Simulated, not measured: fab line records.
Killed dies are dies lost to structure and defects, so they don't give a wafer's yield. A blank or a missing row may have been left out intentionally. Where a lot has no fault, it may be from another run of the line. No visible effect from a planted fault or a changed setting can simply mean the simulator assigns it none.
Struck lot and sound lot, side by side + flow n5 finfet + 15 out of 1938 route steps
Sound: these wafers, L482.2, L482.3, L482.5. Wafers struck: L490.1, L490.5, L490.6. Last of all comes the cause.
At each step with rows: each side's tool, then ch and its chambers, then its first start. Under that, the readings that differ: sound wafers + struck wafers + difference of the means + sigmas: that difference in standard deviations of wafers without a fault.
alike: words and numbers the same on both sides, and readings whose means are apart by under 2 such deviations; not compared: readings that were withheld, readings missing a value for some wafer, numbers with overlapping values and no deviation given by the record, and bounds like >300 which may hide the same value.
The two part at a step that has a row with sigmas, a row that says differs or no value, or rows on one side only. Non-overlapping numbers with no deviation appear without sigmas and do not part them. A reading that every wafer of one side lacks parts them only if that side has two wafers or more.

N5_BEOL_M8_STRIP_80: strips in N2/H2, time 10 s.
  sound on rie diel-04 ch 0,1,2; struck on rie diel-04 ch 0,1,3
  alike: drypump motor current A, oes product au, rf vpp V, showerhead plenum p Torr, throttle valve pct
  not compared: rf hours counter h
N5_BEOL_M8_OCD_MEAS_38:
  struck on ocd-02, day 12 04:52; sound on ocd-01, day 10 08:42
  alike: trench depth nm
then, 4 steps without rows for these wafers: N5_BEOL_M8_HM_STRIP_39 (strips TiN in peroxide tin strip, target depth 25 nm, time 158 s); N5_BEOL_M8_SRD_40 (time 30 s); N5_BEOL_M8_PRECLEAN_42 (cleans in residue remover, time 60 s); N5_BEOL_M8_SRD_43 (time 30 s).
N5_BEOL_M8_CD_MEAS_35 targets a cd of 40 nm.
  struck on cd sem-02, day 12 05:01; sound on cd sem-01, day 10 08:52
  alike: cd nm
N5_BEOL_M8_CURE_75: cures SiCOH lowk, time 120 s.
  sound on uv cure-02 ch 2, day 10 08:58; struck on uv cure-03 ch 2, day 12 05:04
  alike: lamp power pct, wafer_temp_C_max
N5_BEOL_M8_DEGAS_44: time 60 s.
  struck on pvd sputter-01, day 12 05:25; sound on pvd sputter-01, day 10 09:17
  alike: heater power w
then, 1 step without rows for these wafers: N5_BEOL_M8_PRE_CLEAN_45 (time 30 s).
N5_BEOL_M8_ALD_77: deposits TaN, target thk 2 nm, pulse time 2 s, purge time 3 s.
  sound on ald metal-02 ch 0,2, day 10 09:23; struck on ald metal-03 ch 1,3, day 12 05:31
  alike: heater power w
N5_BEOL_M8_SURFACE_TREAT_79:
  struck on pvd sputter-03, day 12 05:49; sound on pvd sputter-01, day 10 09:53
  not compared: throttle valve pct
N5_BEOL_M8_CVD_78: deposits Co from CCTBA/H2, target thk 2 nm, time 142.3 s.
  sound on cvd co-01 ch 0,1,2, day 10 10:11; struck on cvd co-01 ch 0,1,2, day 12 05:53
| reading          | sound             | struck         | difference | sigmas      |
|------------------|-------------------|----------------|------------|-------------|
| run length s (s) | 165.4 165.6 165.7 | 87.2 87.8 88.2 | -77.8      | -99 or more |
then, 1 step without rows for these wafers: N5_BEOL_M8_SPUTTER_48 (material Cu, target thk 10 nm, time 1.667 s).
N5_PASSIVATION_PROBE_49:
  the record has rows for the sound wafers here (prober-02, day 13 06:23) and none for the struck ones

WHERE THEY PART
Earliest at N5_BEOL_M8_CVD_78; latest, in this record, at N5_PASSIVATION_PROBE_49.

WHY: whatever the simulator had introduced
Process parameters drifting: cvd co-01 at N5_BEOL_M8_CVD_78, beginning at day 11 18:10. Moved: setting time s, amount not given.
